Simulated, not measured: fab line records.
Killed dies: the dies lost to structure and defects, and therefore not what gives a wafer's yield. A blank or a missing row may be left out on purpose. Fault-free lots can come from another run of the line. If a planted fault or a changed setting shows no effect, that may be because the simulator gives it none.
Chamber matching | flow n5-finfet | N5_BEOL_M3_ALD_98 on ald-sin-04: 4 sister chambers
The step deposits SiO2, target thk 2.5 nm, pulse time 1 s, co reactant pulse time 1 s. 27 wafers are shown with their chamber, then 12 later ones without.

== WAFERS WITH THEIR CHAMBER ==
wafer  | chamber | heater-power-w (W) | heater-power-outer-w (W) | chamber-pressure-Torr (Torr)
L075.2 | 3       | 78                 | 39.1                     | 1.997
L075.4 | 0       | 65                 | 34.1                     | 2.001
L075.5 | 2       | 84                 | 41.3                     | 2.002
L076.1 | 1       | 77                 | 38.9                     | 2.000
L076.3 | 0       | 64                 | 35.1                     | 1.995
L076.4 | 3       | 77                 | 38.9                     | 2.003
L079.1 | 3       | 76                 | 39.6                     | 2.004
L079.3 | 1       | 75                 | 40.3                     | 2.004
L079.5 | 1       | 75                 | 38.3                     | 2.014
L080.1 | 1       | 76                 | 38.0                     | 2.004
L080.2 | 2       | 82                 | 41.1                     | 1.997
L080.4 | 3       | 76                 | 38.2                     | 1.998
L081.1 | 1       | 79                 | 38.5                     | 1.996
L081.2 | 0       | 65                 | 33.9                     | 1.997
L081.3 | 2       | 83                 | 41.9                     | 2.002
L082.1 | 0       | 66                 | 34.8                     | 1.999
L082.2 | 3       | 76                 | 38.7                     | 1.998
L082.6 | 0       | 65                 | 34.9                     | 2.002
L083.1 | 2       | 82                 | 42.4                     | 2.004
L083.2 | 1       | 77                 | 38.9                     | 2.003
L083.4 | 0       | 63                 | 34.6                     | 2.006
L085.2 | 0       | 63                 | 35.5                     | 2.003
L085.3 | 1       | 77                 | 38.7                     | 2.004
L085.6 | 3       | 77                 | 38.5                     | 1.995
L088.1 | 1       | 76                 | 38.7                     | 2.003
L088.2 | 2       | 83                 | 42.3                     | 1.999
L088.5 | 2       | 82                 | 42.4                     | 1.998

SIGNATURES (means of the wafers above)
reading               | chamber 0 | chamber 1 | chamber 2 | chamber 3 | scatter within a chamber
heater-power-w        | 64.43     | 76.50     | 82.67     | 76.67     | 1.07
heater-power-outer-w  | 34.700    | 38.788    | 41.900    | 38.833    | 0.589
chamber-pressure-Torr | 2.00043   | 2.00350   | 2.00033   | 1.99917   | 0.00398
Rule: for a wafer and a chamber, the distance is found by dividing, reading by reading, the gap between the wafer's reading and the chamber's mean by the reading's scatter, squaring, summing and taking the root. The wafer belongs to the nearest chamber; if the next one is less than 2 further off, it can't be placed. How the scatter is found: for the shown wafers, subtract from each reading the mean of its chamber, square and add these, divide the total by (wafers less chambers), then take the root.

== WAFERS WITH NO CHAMBER GIVEN ==
wafer  | heater-power-w (W) | heater-power-outer-w (W) | chamber-pressure-Torr (Torr)
L087.2 | 78                 | 39.1                     | 2.011
L087.4 | 65                 | 34.7                     | 1.994
L087.6 | 75                 | 39.4                     | 2.004
L089.1 | 76                 | 38.4                     | 2.001
L089.5 | 83                 | 42.5                     | 2.005
L089.6 | 77                 | 39.6                     | 2.000
L090.1 | 65                 | 34.9                     | 1.995
L090.3 | 84                 | 42.0                     | 2.000
L090.5 | 64                 | 34.8                     | 2.005
L097.1 | 64                 | 35.0                     | 1.999
L097.4 | 77                 | 38.3                     | 2.008
L097.5 | 63                 | 36.0                     | 2.005

== EACH ONE'S CHAMBER ==
wafer  | from the rows above     | in truth
L087.2 | can't be placed: 1 or 3 | 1
L087.4 | 0                       | 0
L087.6 | can't be placed: 1 or 3 | 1
L089.1 | can't be placed: 1 or 3 | 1
L089.5 | 2                       | 2
L089.6 | can't be placed: 3 or 1 | 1
L090.1 | 0                       | 0
L090.3 | 2                       | 2
L090.5 | 0                       | 0
L097.1 | 0                       | 0
L097.4 | can't be placed: 1 or 3 | 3
L097.5 | 0                       | 0
7 of 12 placed correctly. Can't be placed from these rows: 5 (the true chamber is among the candidates in 5). 0 placed wrongly.
